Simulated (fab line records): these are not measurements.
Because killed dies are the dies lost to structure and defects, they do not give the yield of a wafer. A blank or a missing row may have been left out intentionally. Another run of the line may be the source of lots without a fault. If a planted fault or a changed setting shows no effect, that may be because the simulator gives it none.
fab line records	flow n5-finfet
record lots=5	wafers=15	last-day=20
route steps=1938 shown BEOL_M12@1652 BEOL_M13@1659
lots that met no fault: from a run of the same line without faults
start-h: hours from the record's first day to the start of the lot's first wafer shown	wait-h: how many hours have passed since the lot's step before this one	" identical to the entry in the row above	L1.1+2: a single row standing in for several wafers	- value missing, or start not given	* or withheld: withheld	< > ~ a bound
route shown NAME@n: names a module that has steps shown in the file, with the first one's number in the route	usual: mean/standard deviation taken from wafers without a fault	same: alike in all rows	chamber/n: place in a boat	sites: per-site readings	_std_site: their standard deviation	_edge_site: outer sites' mean less inner sites'	radius-mm: how far each site lies from the wafer's centre	mask NAME#n: copy n	behind: tool/chamber where the wafer was last shaped	hold: the reason the lot was held/the length of the hold in hours/how it ended	device: the n, p or np transistor that did not switch	end of line: the route-end tests of the same wafers	a step with no rows: only its recipe	killed: at the first sort, the dies lost to defects and structure; wafer yield is something else	map: shows each die of a wafer: x if killed, . if not, _ if none is there
set.NAME: setting as actually run; set.NAME@STEP: the setting as run at that earlier step	model.NAME: the simulator's own value behind a step, which no gauge read
lots seen at some steps along the route; tables by step, rows by wafer
services: a tool's chamber out of use, with start hour (start-h, from the record's first day; less than 0 if before it), hours out, and reason
## steps
# step N5_BEOL_M12_ANNEAL_48
# recipe temp-c=225	time-s=90	ambient=N2
# usual wafer_temp_C_max=226.09/0.28
lot.wafer	tool	chamber	start-h	wait-h	wafer_temp_C_max
L074.2	rtp-anneal-01	0	314.51	0.4	226.28
L074.3	"	0	"	"	226.12
L074.5	"	0	"	"	225.98
L080.1	rtp-anneal-02	0	358.43	0.3	225.78
L080.3	"	0	"	"	225.64
L080.6	"	0	"	"	226.15
L082.1	rtp-anneal-01	0	362.11	0.1	225.97
L082.2	"	0	"	"	226.68
L082.5	"	0	"	"	226.46
L085.1	rtp-anneal-02	0	411.78	0.1	225.86
L085.5	"	0	"	"	226.04
L085.6	"	0	"	"	225.86
L091.1	rtp-anneal-02	0	434.61	0.1	225.87
L091.2	"	0	"	"	225.69
L091.6	"	0	"	"	225.55
# step N5_BEOL_M12_CMP_49
# recipe stop-on=SiOC	t-overpolish-s=20.6	down-force-psi=1	platen-rpm=50	clearing-platen-down-force-psi=1.5	clearing-platen-rpm=50	post-cmp-clean=cu-alkaline	target-thk-nm=320	clearing-platen-pad-velocity-m-s=0.99484	pad-velocity-m-s=0.99484
# usual barrier-field-endpoint-s=30.2/0.76	motor-current-A=6.1/0.53	overpolish-run-s=20.602/0.0089	slurry-flow-ml-min=150.1/0.51
lot.wafer	tool	chamber	start-h	wait-h	barrier-field-endpoint-s	motor-current-A	overpolish-run-s	slurry-flow-ml-min
L074.3	cmp-04	2	314.77	0.2	30.1	6.1	20.620	150.5
L074.2	"	3	"	"	29.4	7.1	20.590	149.8
L074.5	"	3	"	"	28.5	6.8	20.597	150.4
L080.1	cmp-02	3	358.83	0.4	29.6	6.9	20.592	149.9
L080.3	"	0	"	"	29.7	6.3	20.582	149.9
L080.6	"	1	"	"	29.5	6.4	20.595	149.8
L082.1	cmp-01	3	362.41	0.3	30.8	5.8	20.612	149.9
L082.2	"	0	"	"	32.1	6.7	20.600	150.4
L082.5	"	0	"	"	30.8	6.8	20.603	149.9
L085.1	cmp-02	1	412.19	0.4	31.1	5.9	20.590	150.0
L085.6	"	2	"	"	29.6	6.1	20.593	149.7
L085.5	"	3	"	"	29.6	6.6	20.615	149.7
L091.2	cmp-04	0	434.95	0.2	29.5	5.5	20.602	150.4
L091.1	"	1	"	"	31.0	5.8	20.605	149.7
L091.6	"	3	"	"	29.2	6.6	20.592	149.9
# step N5_BEOL_M12_THK_MEAS_50
# recipe thk-meas-gauge=xrf	reads=Cu_of_BEOL_M12_ECD_47
# usual M12_THK=321/7.3
lot.wafer	tool	chamber	start-h	wait-h	M12_THK[nm]
L074.2	film-metro-02	-	315.07	-	307
L074.3	"	-	"	"	311
L074.5	"	-	"	"	304
L080.1	film-metro-01	-	359.05	-	321
L080.3	"	-	"	"	322
L080.6	"	-	"	"	323
L082.1	film-metro-02	-	362.70	-	331
L082.2	"	-	"	"	333
L082.5	"	-	"	"	323
L085.1	film-metro-02	-	412.37	-	317
L085.5	"	-	"	"	317
L085.6	"	-	"	"	309
L091.1	film-metro-02	-	435.22	0.2	329
L091.2	"	-	"	"	306
L091.6	"	-	"	"	326
# step N5_BEOL_M12_PRE_CLEAN_52
# recipe gas=NH3	time-s=15	temp-c=withheld	rf-power-w=300
lot.wafer	tool	chamber	start-h	wait-h
L074.2+3+5	pecvd-01	0,2,0	315.10	0.0
L080.1+3+6	pecvd-02	0,1,2	359.09	0.0
L082.1+2+5	pecvd-02	2,0,1	362.74	0.0
L085.1+5+6	pecvd-02	2,2,0	412.41	0.0
L091.1+2+6	pecvd-01	1,0,1	435.26	0.0
# step N5_BEOL_M12_DEP_53
# recipe material=SiCN	target-thk-a=300	temp-c=withheld	precursor=3MS/NH3	pressure-torr=3	rf-w=675	time-s=10.5
# usual showerhead-plenum-p-Torr=4.157/0.017	throttle-valve-pct=18.2/1.5
lot.wafer	tool	chamber	start-h	wait-h	showerhead-plenum-p-Torr	throttle-valve-pct
L074.2	pecvd-01	0	315.13	0.0	4.137	19.3
L074.3	"	2	"	"	4.163	17.4
L074.5	"	0	"	"	4.131	19.5
L080.1	pecvd-02	0	359.12	0.0	4.162	17.2
L080.3	"	1	"	"	4.173	18.6
L080.6	"	2	"	"	4.129	16.7
L082.1	pecvd-02	2	362.77	0.0	4.138	16.8
L082.2	"	0	"	"	4.154	17.1
L082.5	"	1	"	"	4.178	18.4
L085.1	pecvd-02	2	412.45	0.0	4.140	17.2
L085.5	"	2	"	"	4.130	16.9
L085.6	"	0	"	"	4.148	17.4
L091.1	pecvd-01	1	435.29	0.0	4.187	16.7
L091.2	"	0	"	"	4.143	19.5
L091.6	"	1	"	"	4.183	16.8
# step N5_BEOL_M12_RS_MEAS_54
# recipe thk-meas-gauge=four-point-probe	reads=Cu_of_BEOL_M12_ECD_47+Ta_of_BEOL_M12_SPUTTER_44+TaN_of_BEOL_M12_SPUTTER_43
# usual M12_RS=0.0603/0.0014
lot.wafer	tool	chamber	start-h	wait-h	M12_RS[ohm/sq]
L074.2	film-metro-01	-	315.19	0.0	0.0634
L074.3	"	-	"	"	0.0620
L074.5	"	-	"	"	0.0634
L080.1	film-metro-02	-	359.18	0.0	0.0606
L080.3	"	-	"	"	0.0603
L080.6	"	-	"	"	0.0605
L082.1	film-metro-01	-	362.83	0.0	0.0595
L082.2	"	-	"	"	0.0593
L082.5	"	-	"	"	0.0611
L085.1	film-metro-02	-	412.53	0.1	0.0612
L085.5	"	-	"	"	0.0611
L085.6	"	-	"	"	0.0631
L091.1	film-metro-01	-	435.37	0.1	0.0587
L091.2	"	-	"	"	0.0632
L091.6	"	-	"	"	0.0589
# step N5_BEOL_M12_INSPECT_55
# recipe inspect-instrument=darkfield	mode=post-dep
# usual raw-defect-count=72/25
lot.wafer	tool	chamber	start-h	wait-h	raw-defect-count
L074.2	defect-inspect-01	-	315.22	0.0	52
L074.3	"	-	"	"	41
L074.5	"	-	"	"	58
L080.1	defect-inspect-01	-	359.20	0.0	62
L080.3	"	-	"	"	53
L080.6	"	-	"	"	51
L082.1	defect-inspect-02	-	362.86	0.0	85
L082.2	"	-	"	"	86
L082.5	"	-	"	"	101
L085.1	defect-inspect-01	-	412.55	0.0	57
L085.5	"	-	"	"	46
L085.6	"	-	"	"	40
L091.1	defect-inspect-01	-	435.40	0.0	61
L091.2	"	-	"	"	81
L091.6	"	-	"	"	123
# step N5_BEOL_M13_ILD_DEP_00
# recipe material=SiOC	target-thk-a=8379.2	temp-c=350	precursor=DEMS/O2	pressure-torr=5	rf-w=500	time-s=166.4
# usual heater-power-w=499/46	showerhead-plenum-p-Torr=5.694/0.014	throttle-valve-pct=12.4/0.96
lot.wafer	tool	chamber	start-h	wait-h	heater-power-w	showerhead-plenum-p-Torr	throttle-valve-pct
L074.2	pecvd-04	1	315.25	0.0	469	5.682	13.2
L074.3	"	0	"	"	523	5.696	13.5
L074.5	"	2	"	"	538	5.693	11.2
L080.1	pecvd-04	1	359.24	0.0	481	5.684	13.7
L080.3	"	0	"	"	534	5.705	13.1
L080.6	"	0	"	"	557	5.709	13.2
L082.1	pecvd-04	2	362.89	0.0	520	5.682	11.0
L082.2	"	1	"	"	498	5.695	13.8
L082.5	"	0	"	"	537	5.701	13.3
L085.1	pecvd-01	0	412.59	0.0	412	5.684	12.9
L085.5	"	2	"	"	440	5.691	11.4
L085.6	"	0	"	"	449	5.678	12.7
L091.1	pecvd-04	1	435.43	0.0	499	5.706	13.9
L091.2	"	0	"	"	455	5.698	13.2
L091.6	"	1	"	"	427	5.714	13.5
# step N5_BEOL_M13_THK_MEAS_01
# recipe reads=SiOC_of_BEOL_M13_ILD_DEP_00
# usual M13_ILD_THK=837/13
lot.wafer	tool	chamber	start-h	wait-h	M13_ILD_THK[nm]
L074.2	film-metro-01	-	315.41	0.1	839
L074.3	"	-	"	"	841
L074.5	"	-	"	"	831
L080.1	film-metro-02	-	359.39	0.1	833
L080.3	"	-	"	"	844
L080.6	"	-	"	"	863
L082.1	film-metro-02	-	363.04	0.1	814
L082.2	"	-	"	"	820
L082.5	"	-	"	"	857
L085.1	film-metro-01	-	412.74	0.1	821
L085.5	"	-	"	"	830
L085.6	"	-	"	"	835
L091.1	film-metro-02	-	435.66	0.2	831
L091.2	"	-	"	"	827
L091.6	"	-	"	"	852
# step N5_BEOL_M13_COAT_58
# recipe resist=BARC	temp-c=205	time-s=60	spin-rpm=1500	resist-thk-nm=89
lot.wafer	tool	chamber	start-h	wait-h
L074.2+3+5	litho-track-04	0	315.44	0.0
L080.1+3+6	litho-track-01	0	359.42	0.0
L082.1+2+5	litho-track-04	0	363.08	0.0
L085.1+5+6	litho-track-04	0	412.77	0.0
L091.1+2+6	litho-track-04	0	435.69	0.0
# step N5_BEOL_M13_COAT_04
# recipe spin-rpm=1625	resist-thk-nm=400
lot.wafer	tool	chamber	start-h	wait-h
L074.2+3+5	litho-track-04	0	-	-
L080.1+3+6	litho-track-01	0	-	-
L082.1+2+5	litho-track-04	0	-	-
L085.1+5+6	litho-track-04	0	-	-
L091.1+2+6	litho-track-04	0	-	-
# step N5_BEOL_M13_EBR_06
# recipe solvent=PGMEA	ebr-width-mm=1.5
lot.wafer	tool	chamber	start-h	wait-h
L074.2+3+5	litho-track-04	0	-	-
L080.1+3+6	litho-track-01	0	-	-
L082.1+2+5	litho-track-04	0	-	-
L085.1+5+6	litho-track-04	0	-	-
L091.1+2+6	litho-track-04	0	-	-
# step N5_BEOL_M13_SOFTBAKE_05
# recipe temp-c=130	time-s=60
lot.wafer	tool	chamber	start-h	wait-h
L074.2+3+5	litho-track-04	0	-	-
L080.1+3+6	litho-track-01	0	-	-
L082.1+2+5	litho-track-04	0	-	-
L085.1+5+6	litho-track-04	0	-	-
L091.1+2+6	litho-track-04	0	-	-
# step N5_BEOL_M13_EXPOSE_07
# recipe mask-id=V12	na=0.93	source-shape=conventional	sigma-outer=0.6	polarization=unpolarized	attpsm-phase-deg=180	dose-mj=24.8
lot.wafer	tool	chamber	start-h	wait-h	mask
L074.2+3+5	krf-scanner-01	0	315.67	-	V12#0
L080.1+3+6	krf-scanner-01	0	359.65	-	V12#0
L082.1+2+5	krf-scanner-02	0	363.30	-	V12#0
L085.1+5+6	krf-scanner-02	0	413.00	-	V12#0
L091.1+2+6	krf-scanner-01	0	435.79	-	V12#0
# step N5_BEOL_M13_PEB_08
# recipe peb-temp-c=130	peb-time-s=90
lot.wafer	tool	chamber	start-h	wait-h
L074.2+3+5	litho-track-01	0	315.72	0.0
L080.1+3+6	litho-track-01	0	359.71	0.1
L082.1+2+5	litho-track-04	0	363.36	0.1
L085.1+5+6	litho-track-04	0	413.05	0.1
L091.1+2+6	litho-track-03	0	435.85	0.1
# step N5_BEOL_M13_DEVELOP_09
# recipe develop-time-s=45	rinse-liquid=diw	dry=air-spin	dev-temp-c=21
lot.wafer	tool	chamber	start-h	wait-h
L074.2+3+5	litho-track-01	0	-	-
L080.1+3+6	litho-track-01	0	-	-
L082.1+2+5	litho-track-04	0	-	-
L085.1+5+6	litho-track-04	0	-	-
L091.1+2+6	litho-track-03	0	-	-
# step N5_BEOL_M13_HARDBAKE_14
# recipe temp-c=130	time-s=120
lot.wafer	tool	chamber	start-h	wait-h
L074.2+3+5	litho-track-01	0	-	-
L080.1+3+6	litho-track-01	0	-	-
L082.1+2+5	litho-track-04	0	-	-
L085.1+5+6	litho-track-04	0	-	-
L091.1+2+6	litho-track-03	0	-	-
# step N5_BEOL_M13_CD_MEAS_10
# recipe target-cd-nm=190	landing-energy-ev=500	detector=se-inlens	polarity=opening
# usual cd-nm=190.9/1.6
lot.wafer	tool	chamber	start-h	wait-h	cd-nm
L074.2	cd-sem-03	0	315.84	-	189.4
L074.3	"	0	"	"	192.0
L074.5	"	0	"	"	189.4
L080.1	cd-sem-03	0	359.82	-	193.9
L080.3	"	0	"	"	193.4
L080.6	"	0	"	"	192.1
L082.1	cd-sem-03	0	363.47	-	189.6
L082.2	"	0	"	"	191.2
L082.5	"	0	"	"	190.0
L085.1	cd-sem-02	0	413.17	-	189.9
L085.5	"	0	"	"	188.8
L085.6	"	0	"	"	190.1
L091.1	cd-sem-02	0	435.96	-	189.8
L091.2	"	0	"	"	190.4
L091.6	"	0	"	"	192.2
# step N5_BEOL_M13_OVL_MEAS_11
# recipe points-per-wafer=44
# usual V12_OVL=3/5.8
lot.wafer	tool	chamber	start-h	wait-h	V12_OVL[nm]
L074.2	overlay-01	0	315.86	0.0	-2
L074.3	"	0	"	"	-3
L074.5	"	0	"	"	-2
L080.1	overlay-02	0	359.85	0.0	13
L080.3	"	0	"	"	10
L080.6	"	0	"	"	10
L082.1	overlay-02	0	363.50	0.0	3
L082.2	"	0	"	"	1
L082.5	"	0	"	"	-3
L085.1	overlay-02	0	413.20	0.0	5
L085.5	"	0	"	"	12
L085.6	"	0	"	"	5
L091.1	overlay-02	0	435.99	0.0	-1
L091.2	"	0	"	"	-4
L091.6	"	0	"	"	-4
# step N5_BEOL_M13_INSPECT_12
# recipe mode=adi	inspect-instrument=macro
# usual raw-defect-count=1.6/1.2
lot.wafer	tool	chamber	start-h	wait-h	raw-defect-count
L074.2	defect-inspect-01	-	315.89	0.0	2
L074.3	"	-	"	"	2
L074.5	"	-	"	"	4
L080.1	defect-inspect-02	-	359.87	0.0	1
L080.3	"	-	"	"	3
L080.6	"	-	"	"	4
L082.1	defect-inspect-02	-	363.53	0.0	1
L082.2	"	-	"	"	2
L082.5	"	-	"	"	1
L085.1	defect-inspect-02	-	413.22	0.0	3
L085.5	"	-	"	"	5
L085.6	"	-	"	"	3
L091.1	defect-inspect-02	-	436.02	0.0	2
L091.2	"	-	"	"	2
L091.6	"	-	"	"	3
# step N5_BEOL_M13_DESCUM_15
# recipe chemistry=O2	time-s=7.9	source-power-w=50	bias-power-w=20	pressure-mtorr=20	rf-frequency-hz=2.712e+07	temp-c=40	o2-flow-sccm=225
# usual drypump-motor-current-A=5.6/0.44	oes-product-au=0.80/0.088	rf-vpp-V=243.4/1.4	showerhead-plenum-p-Torr=2.10/0.082	throttle-valve-pct=20.38/0.26
lot.wafer	tool	chamber	start-h	wait-h	drypump-motor-current-A	oes-product-au	rf-hours-counter-h	rf-vpp-V	showerhead-plenum-p-Torr	throttle-valve-pct
L074.2	rie-diel-02	0	315.92	0.0	4.9	0.93	15	244.7	2.24	20.70
L074.3	"	2	"	"	5.0	0.69	249	244.9	2.15	20.51
L074.5	"	1	"	"	6.4	0.78	-	244.4	2.22	20.51
L080.1	rie-diel-06	1	359.91	0.0	5.5	0.76	137	243.9	2.19	20.28
L080.3	"	2	"	"	5.5	0.93	13	242.5	2.04	19.85
L080.6	"	2	"	"	5.5	0.93	-	243.4	2.04	19.85
L082.1	rie-diel-02	2	363.59	0.1	5.0	0.92	12	243.8	2.15	20.22
L082.2	"	0	"	"	4.8	0.90	33	244.9	2.23	20.75
L082.5	"	2	"	"	5.0	0.93	-	244.2	2.15	20.22
L085.1	rie-diel-06	1	413.42	0.2	5.5	0.74	153	245.3	2.18	20.30
L085.5	"	2	"	"	5.5	0.90	-	241.5	2.04	19.89
L085.6	"	1	"	"	5.5	0.75	-	244.9	2.18	20.29
L091.1	rie-diel-05	2	436.36	0.3	6.2	0.71	204	244.0	2.16	20.39
L091.2	"	0	"	"	5.0	0.67	249	242.3	1.98	20.76
L091.6	"	1	"	"	5.6	0.90	-	243.4	2.11	20.06
# step N5_BEOL_M13_ETCH_59
# recipe chemistry=N2/H2	target=BARC	target-depth-a=890	overetch-a=267	time-s=67.9	ion-energy-ev=200	pressure-mtorr=30	source-w=840	bias-w=150	n2-flow-sccm=200	h2-flow-sccm=200
# usual drypump-motor-current-A=5.6/0.43	oes-product-au=0.69/0.068	rf-vpp-V=524.5/2.6	showerhead-plenum-p-Torr=2.56/0.085	throttle-valve-pct=17.9/0.35
lot.wafer	tool	chamber	start-h	wait-h	drypump-motor-current-A	oes-product-au	rf-hours-counter-h	rf-vpp-V	showerhead-plenum-p-Torr	throttle-valve-pct
L074.2	rie-diel-02	0	315.96	0.0	4.8	0.80	15	528.7	2.69	18.0
L074.3	"	2	"	"	5.0	0.60	249	525.1	2.60	18.0
L074.5	"	1	"	"	6.4	0.67	-	526.9	2.66	17.7
L080.1	rie-diel-06	1	359.94	0.0	5.6	0.66	138	528.1	2.63	17.5
L080.3	"	2	"	"	5.6	0.80	13	522.1	2.48	17.4
L080.6	"	2	"	"	5.5	0.80	-	523.1	2.48	17.3
L082.1	rie-diel-02	2	363.62	0.0	5.0	0.79	12	526.4	2.60	17.6
L082.2	"	0	"	"	4.8	0.76	33	530.3	2.68	18.0
L082.5	"	2	"	"	5.1	0.78	-	527.2	2.60	17.6
L085.1	rie-diel-06	1	413.45	0.0	5.5	0.65	153	527.1	2.63	17.6
L085.5	"	2	"	"	5.5	0.77	-	521.8	2.48	17.4
L085.6	"	1	"	"	5.5	0.65	-	526.7	2.63	17.6
L091.1	rie-diel-05	2	436.39	0.0	6.1	0.61	204	526.6	2.65	18.2
L091.2	"	0	"	"	5.0	0.58	249	519.4	2.39	18.1
L091.6	"	1	"	"	5.6	0.78	-	524.8	2.61	17.8
# step N5_BEOL_M13_VIA_ETCH_16
# recipe chemistry=C4F8/O2/Ar	target=SiOC	pressure-mtorr=30	source-w=3000	bias-w=700	Ar_flow_sccm=400	C4F8_flow_sccm=15	O2_flow_sccm=8	he-inner-torr=15	he-outer-torr=30	target-depth-a=9217	time-s=withheld	ion-energy-ev=250	ends=cleared
# usual drypump-motor-current-A=5.6/0.43	oes-product-au=0.72/0.081	rf-vpp-V=666/3.3	showerhead-plenum-p-Torr=3.43/0.11	throttle-valve-pct=24.15/0.23
lot.wafer	tool	chamber	start-h	wait-h	drypump-motor-current-A	oes-product-au	rf-vpp-V	showerhead-plenum-p-Torr	throttle-valve-pct
L074.2	rie-diel-02	0	316.01	0.0	4.8	0.84	670	3.59	24.33
L074.3	"	2	"	"	5.1	0.62	668	3.47	24.09
L074.5	"	1	"	"	6.4	0.70	670	3.56	24.05
L080.1	rie-diel-06	1	360.00	0.0	5.6	0.67	668	3.52	23.80
L080.3	"	2	"	"	5.5	0.85	662	3.38	23.87
L080.6	"	2	"	"	5.5	0.85	665	3.38	23.87
L082.1	rie-diel-02	2	363.67	0.0	5.0	0.84	667	3.47	23.84
L082.2	"	0	"	"	4.9	0.81	671	3.58	24.36
L082.5	"	2	"	"	5.0	0.84	668	3.47	23.85
L085.1	rie-diel-06	1	413.50	0.0	5.5	0.67	669	3.51	23.81
L085.5	"	2	"	"	5.5	0.83	663	3.38	23.89
L085.6	"	1	"	"	5.5	0.67	670	3.51	23.81
L091.1	rie-diel-05	2	436.45	0.0	6.2	0.64	667	3.55	24.28
L091.2	"	0	"	"	5.0	0.60	661	3.22	24.32
L091.6	"	1	"	"	5.6	0.81	667	3.50	24.17
# step N5_BEOL_M13_STRIP_63
# recipe chemistry=N2/H2	power-w=1000	temp-c=250	h2-frac=0.65	overash-fraction=0.3	pressure-mtorr=1000	n2-flow-sccm=1750	h2-flow-sccm=3250
# usual drypump-motor-current-A=6.2/0.35	heater-power-w=305/16	oes-product-au=0.674/0.0052	strip-time-to-endpoint-s=28.1/1.4
lot.wafer	tool	chamber	start-h	wait-h	drypump-motor-current-A	heater-power-w	oes-product-au	rf-hours-counter-h	strip-time-to-endpoint-s
L074.2	plasma-asher-01	1	316.24	-	5.7	339	0.670	137	27.0
L074.3	"	1	"	"	5.7	324	0.676	-	29.0
L074.5	"	0	"	"	6.6	313	0.684	-	29.5
L080.1	plasma-asher-01	0	360.23	-	6.6	314	0.678	147	28.4
L080.3	"	0	"	"	6.6	298	0.676	-	27.4
L080.6	"	1	"	"	5.7	332	0.669	-	25.3
L082.1	plasma-asher-02	0	363.91	-	5.9	288	0.680	89	31.0
L082.2	"	1	"	"	6.3	286	0.668	89	29.8
L082.5	"	0	"	"	5.9	289	0.671	-	27.3
L085.1	plasma-asher-02	1	413.74	-	6.3	289	0.680	98	29.6
L085.5	"	1	"	"	6.3	292	0.674	-	28.2
L085.6	"	0	"	"	5.9	279	0.670	-	28.7
L091.1	plasma-asher-01	0	436.68	-	6.6	304	0.681	162	28.3
L091.2	"	1	"	"	5.8	333	0.678	162	29.5
L091.6	"	1	"	"	5.8	337	0.672	-	26.2
# step N5_BEOL_M13_STRIP_64
# recipe chemistry=N2/H2	power-w=1000	temp-c=250	h2-frac=0.65	overash-fraction=0.3	pressure-mtorr=withheld	n2-flow-sccm=1750	h2-flow-sccm=3250
# usual drypump-motor-current-A=6.2/0.35	heater-power-w=305/16	oes-product-au=0.715/0.0048	strip-time-to-endpoint-s=31.35/0.076
lot.wafer	tool	chamber	start-h	wait-h	drypump-motor-current-A	heater-power-w	oes-product-au	rf-hours-counter-h	strip-time-to-endpoint-s
L074.2	plasma-asher-01	1	316.30	0.0	5.7	329	0.712	137	31.30
L074.3	"	1	"	"	5.7	331	0.714	-	31.25
L074.5	"	0	"	"	6.6	300	0.723	-	31.34
L080.1	plasma-asher-01	0	360.29	0.0	6.6	298	0.712	147	31.29
L080.3	"	0	"	"	6.6	302	0.717	-	31.25
L080.6	"	1	"	"	5.8	320	0.721	-	31.32
L082.1	plasma-asher-02	0	363.97	0.0	5.9	288	0.709	89	31.39
L082.2	"	1	"	"	6.4	295	0.717	89	31.31
L082.5	"	0	"	"	5.9	287	0.712	-	31.33
L085.1	plasma-asher-02	1	413.80	0.0	6.3	286	0.727	98	31.41
L085.5	"	1	"	"	6.4	291	0.722	-	31.44
L085.6	"	0	"	"	5.9	282	0.716	-	31.44
L091.1	plasma-asher-01	0	436.74	0.0	6.6	306	0.717	162	31.40
L091.2	"	1	"	"	5.7	325	0.717	162	31.34
L091.6	"	1	"	"	5.7	325	0.718	-	31.41
# step N5_BEOL_M13_STRIP_71
# recipe chemistry=post-etch-residue-remover	time-s=60	temp-c=25	remover-ph=withheld	remover-water-wt-pct=withheld	remover-fluoride-wt-pct=withheld
lot.wafer	tool	chamber	start-h	wait-h
L074.2+3+5	wet-bench-05	2,7,0	316.39	0.1
L080.1+3+6	wet-bench-06	4,7,2	360.38	0.1
L082.1+2+5	wet-bench-05	5,6,1	364.06	0.1
L085.1+5+6	wet-bench-06	1,0,5	413.89	0.1
L091.1+2+6	wet-bench-04	2,6,7	436.83	0.1
# step N5_BEOL_M13_SRD_72
# recipe time-s=30	temp-c=23	rinse-liquid=diw	dry=n2-spin	spin-rpm=1500	dry-time-s=30
lot.wafer	tool	chamber	start-h	wait-h
L074.2+3+5	wet-bench-05	2,7,0	316.41	0.0
L080.1+3+6	wet-bench-06	4,7,2	360.40	0.0
L082.1+2+5	wet-bench-05	5,6,1	364.08	0.0
L085.1+5+6	wet-bench-06	1,0,5	413.91	0.0
L091.1+2+6	wet-bench-04	2,6,7	436.85	0.0
# step N5_BEOL_M13_CD_MEAS_17
# recipe target-cd-nm=190	polarity=opening
# usual cd-nm=191.2/1.9
lot.wafer	tool	chamber	start-h	wait-h	cd-nm
L074.2	cd-sem-01	-	316.45	0.0	190.6
L074.3	"	-	"	"	191.1
L074.5	"	-	"	"	190.9
L080.1	cd-sem-02	-	360.44	0.0	195.3
L080.3	"	-	"	"	195.7
L080.6	"	-	"	"	193.6
L082.1	cd-sem-02	-	364.12	0.0	189.1
L082.2	"	-	"	"	190.4
L082.5	"	-	"	"	190.4
L085.1	cd-sem-02	-	413.95	0.0	189.1
L085.5	"	-	"	"	189.0
L085.6	"	-	"	"	191.1
L091.1	cd-sem-02	-	436.90	0.0	190.9
L091.2	"	-	"	"	192.5
L091.6	"	-	"	"	193.0
# step N5_BEOL_M13_COAT_65
# recipe resist=SOC	temp-c=250	time-s=60	spin-rpm=1500	resist-thk-nm=350
lot.wafer	tool	chamber	start-h	wait-h
L074.2+3+5	litho-track-03	0	316.49	0.0
L080.1+3+6	litho-track-04	0	360.47	0.0
L082.1+2+5	litho-track-01	0	364.16	0.0
L085.1+5+6	litho-track-03	0	413.98	0.0
L091.1+2+6	litho-track-04	0	436.93	0.0
# step N5_BEOL_M13_COAT_66
# recipe resist=SiARC	temp-c=220	time-s=60	spin-rpm=1500	resist-thk-nm=110
lot.wafer	tool	chamber	start-h	wait-h
L074.2+3+5	litho-track-03	0	-	-
L080.1+3+6	litho-track-04	0	-	-
L082.1+2+5	litho-track-01	0	-	-
L085.1+5+6	litho-track-03	0	-	-
L091.1+2+6	litho-track-04	0	-	-
# step N5_BEOL_M13_COAT_22
# recipe spin-rpm=2888	resist-thk-nm=300
lot.wafer	tool	chamber	start-h	wait-h
L074.2+3+5	litho-track-03	0	-	-
L080.1+3+6	litho-track-04	0	-	-
L082.1+2+5	litho-track-01	0	-	-
L085.1+5+6	litho-track-03	0	-	-
L091.1+2+6	litho-track-04	0	-	-
# step N5_BEOL_M13_EBR_24
# recipe solvent=PGMEA	ebr-width-mm=1.5
lot.wafer	tool	chamber	start-h	wait-h
L074.2+3+5	litho-track-03	0	-	-
L080.1+3+6	litho-track-04	0	-	-
L082.1+2+5	litho-track-01	0	-	-
L085.1+5+6	litho-track-03	0	-	-
L091.1+2+6	litho-track-04	0	-	-
# step N5_BEOL_M13_SOFTBAKE_23
# recipe temp-c=130	time-s=60
lot.wafer	tool	chamber	start-h	wait-h
L074.2+3+5	litho-track-03	0	-	-
L080.1+3+6	litho-track-04	0	-	-
L082.1+2+5	litho-track-01	0	-	-
L085.1+5+6	litho-track-03	0	-	-
L091.1+2+6	litho-track-04	0	-	-
# step N5_BEOL_M13_EXPOSE_25
# recipe mask-id=M13	na=0.93	source-shape=conventional	sigma-outer=0.4	polarization=unpolarized	target-cd-nm=210	dose-mj=22
lot.wafer	tool	chamber	start-h	wait-h	mask
L074.2+3+5	krf-scanner-01	0	316.61	-	M13#0
L080.1+3+6	krf-scanner-02	0	360.61	-	M13#0
L082.1+2+5	krf-scanner-02	0	364.27	-	M13#0
L085.1+5+6	krf-scanner-02	0	414.10	-	M13#0
L091.1+2+6	krf-scanner-01	0	437.05	-	M13#0
# step N5_BEOL_M13_PEB_26
# recipe peb-temp-c=130	peb-time-s=90
lot.wafer	tool	chamber	start-h	wait-h
L074.2+3+5	litho-track-03	0	316.66	0.0
L080.1+3+6	litho-track-01	0	360.67	0.1
L082.1+2+5	litho-track-04	0	364.33	0.1
L085.1+5+6	litho-track-04	0	414.16	0.1
L091.1+2+6	litho-track-01	0	437.11	0.1
# step N5_BEOL_M13_DEVELOP_27
# recipe develop-time-s=45	rinse-liquid=diw	dry=air-spin	dev-temp-c=21
lot.wafer	tool	chamber	start-h	wait-h
L074.2+3+5	litho-track-03	0	-	-
L080.1+3+6	litho-track-01	0	-	-
L082.1+2+5	litho-track-04	0	-	-
L085.1+5+6	litho-track-04	0	-	-
L091.1+2+6	litho-track-01	0	-	-
## services
tool	chamber	start-h	hours	kind
krf-scanner-01	-	297.67	8.2	repair
krf-scanner-02	-	305.84	3.6	pm
cmp-04	-	308.45	1.2	repair
krf-scanner-01	-	313.57	0.8	pm
cmp-04	-	319.52	8.4	repair
wet-bench-05	-	325.24	4.4	pm
krf-scanner-01	-	336.28	1.0	pm
wet-bench-06	-	336.67	1.9	pm
rie-diel-05	0	344.40	2.8	repair
rie-diel-02	1	367.74	5.0	repair
wet-bench-04	-	379.98	2.6	repair
cmp-04	-	381.92	4.0	pm
krf-scanner-01	-	384.34	1.3	pm
cmp-02	-	387.25	5.8	pm
pecvd-02	2	391.50	18.6	repair
rie-diel-06	0	401.30	8.8	repair
krf-scanner-01	-	404.05	0.8	repair
rie-diel-06	0	411.47	6.5	repair
krf-scanner-01	-	413.17	4.0	pm
krf-scanner-02	-	417.19	1.3	pm
rie-diel-02	2	417.51	2.8	repair
krf-scanner-02	-	420.04	4.0	pm
krf-scanner-02	-	424.07	1.0	pm
rie-diel-06	2	431.53	15.6	repair
## key
fault none
